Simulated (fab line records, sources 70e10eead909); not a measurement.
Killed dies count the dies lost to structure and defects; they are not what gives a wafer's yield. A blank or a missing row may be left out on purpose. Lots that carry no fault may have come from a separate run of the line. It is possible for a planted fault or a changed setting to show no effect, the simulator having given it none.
Comparing a struck lot with a sound one | flow nandHarc | 14 steps out of a route of 1159
Sound: the wafers L217.2, L217.3, L217.5. Struck: wafer L226.4. (L226.2, L226.5 of the same lot were not struck and are left out.) The cause comes at the end.
For every step that has rows: the tool of each side, followed by ch and its chambers, followed by its first start. Under that, the readings that differ: sound wafers | struck wafers | difference of the means | sigmas: that difference in standard deviations of wafers without a fault.
alike: words and numbers the same on both sides, and readings whose means are apart by under 2 such deviations; not compared: readings that were withheld, readings missing a value for some wafer, numbers with overlapping values and no deviation given by the record, and bounds like >300 which may hide the same value.
Wherever a step has rows on one side only, a row that says differs or no value, or a row with sigmas, the two part there. Numbers that don't overlap but have no deviation are shown without sigmas and don't part them. A reading that every wafer of one side lacks parts them only if that side has two wafers or more.

first, 5 steps without rows for these wafers: NHARC_A_SGD_CUT_SOFTBAKE_04 (time 55 s); NHARC_A_SGD_CUT_EBR_05; NHARC_A_SGD_CUT_EXPOSE_06 (exposes mask SGD); NHARC_A_SGD_CUT_PEB_07 (peb time 65 s); NHARC_A_SGD_CUT_DEVELOP_08 (develop time 35 s).
NHARC_A_SGD_CUT_CD_MEAS_09: the cd target is 100 nm.
  sound on cdSem-01 ch 0, day 16 01:52; struck on cdSem-03 ch 0, day 17 22:22
  alike: cdNm
NHARC_A_SGD_CUT_OVL_MEAS_10:
  struck on overlay-01, day 17 22:26; sound on overlay-01, day 16 01:58
  alike: overlayXNm, overlayYNm
NHARC_A_SGD_CUT_INSPECT_11:
  struck on defectInspect-02, day 17 22:29; sound on defectInspect-01, day 16 02:00
  alike: rawDefectCount
NHARC_A_SGD_CUT_DESCUM_14: chemistry O2, time 3 s.
  sound on rieDiel-08 ch 0,1,3, day 16 02:04; struck on rieDiel-06 ch 2, day 17 22:33
reading              | sound                | struck | difference | sigmas
throttleValvePct (%) | 11.309 11.291 11.319 | 11.326 | +0.020     | +2
  alike: drypumpMotorCurrentA, oesProductAu, rfVppV, showerheadPlenumPTorr
  not compared: rfHoursCounterH
NHARC_A_SGD_CUT_ETCH_58: etches the open film in CF4, target depth 39 nm, time 65 s.
  sound on rieDiel-08 ch 1,2,3, day 16 02:09; struck on rieDiel-06 ch 3, day 17 22:38
reading             | sound             | struck | difference | sigmas
oesProductAu (a.u.) | 0.994 0.992 0.996 | 1.021  | +0.027     | +2
  alike: drypumpMotorCurrentA, rfFwdPowerW, rfVppV, showerheadPlenumPTorr, throttleValvePct
  not compared: rfHoursCounterH
NHARC_A_SGD_CUT_ETCH_59: etches the open film in N2/H2, target depth 260 nm, time 406.25 s.
  sound on rieDiel-08 ch 0,1,2; struck on rieDiel-06 ch 2
reading         | sound             | struck | difference | sigmas
rfFwdPowerW (W) | 398.7 400.1 400.4 | 397.0  | -2.7       | -2
  alike: drypumpMotorCurrentA, oesProductAu, rfVppV, showerheadPlenumPTorr, throttleValvePct
  not compared: rfHoursCounterH
NHARC_A_SGD_CUT_ETCH_15: etches the open film in CH3F/O2, target depth 75 nm, time 64.3 s.
  sound on rieDiel-08 ch 1,2; struck on rieDiel-06 ch 1
reading             | sound             | struck | difference | sigmas
oesProductAu (a.u.) | 0.925 0.931 0.926 | 0.982  | +0.055     | +2
rfFwdPowerW (W)     | 491.7 494.9 492.3 | 496.9  | +3.9       | +2
  alike: drypumpMotorCurrentA, rfVppV, showerheadPlenumPTorr, throttleValvePct
  not compared: rfHoursCounterH
NHARC_A_SGD_CUT_ETCH_16: etches the open film in C4F8/O2/Ar, target depth 310.5 nm, time 155.2 s.
  sound on rieDiel-08 ch 1,2,3, day 16 02:38; struck on rieDiel-06 ch 0, day 17 23:08
reading             | sound             | struck | difference | sigmas
oesProductAu (a.u.) | 0.940 0.950 0.951 | 1.034  | +0.087     | +5
  alike: rfFwdPowerW, rfVppV
  not compared: rfHoursCounterH
then, 1 step without rows for these wafers: NHARC_A_SGD_CUT_STRIP_60 (strips in C4F8/O2/Ar).

== WHERE THEY PART ==
Earliest at NHARC_A_SGD_CUT_DESCUM_14; latest, in this record, at NHARC_A_SGD_CUT_ETCH_16.

WHY: the cause the simulator had injected
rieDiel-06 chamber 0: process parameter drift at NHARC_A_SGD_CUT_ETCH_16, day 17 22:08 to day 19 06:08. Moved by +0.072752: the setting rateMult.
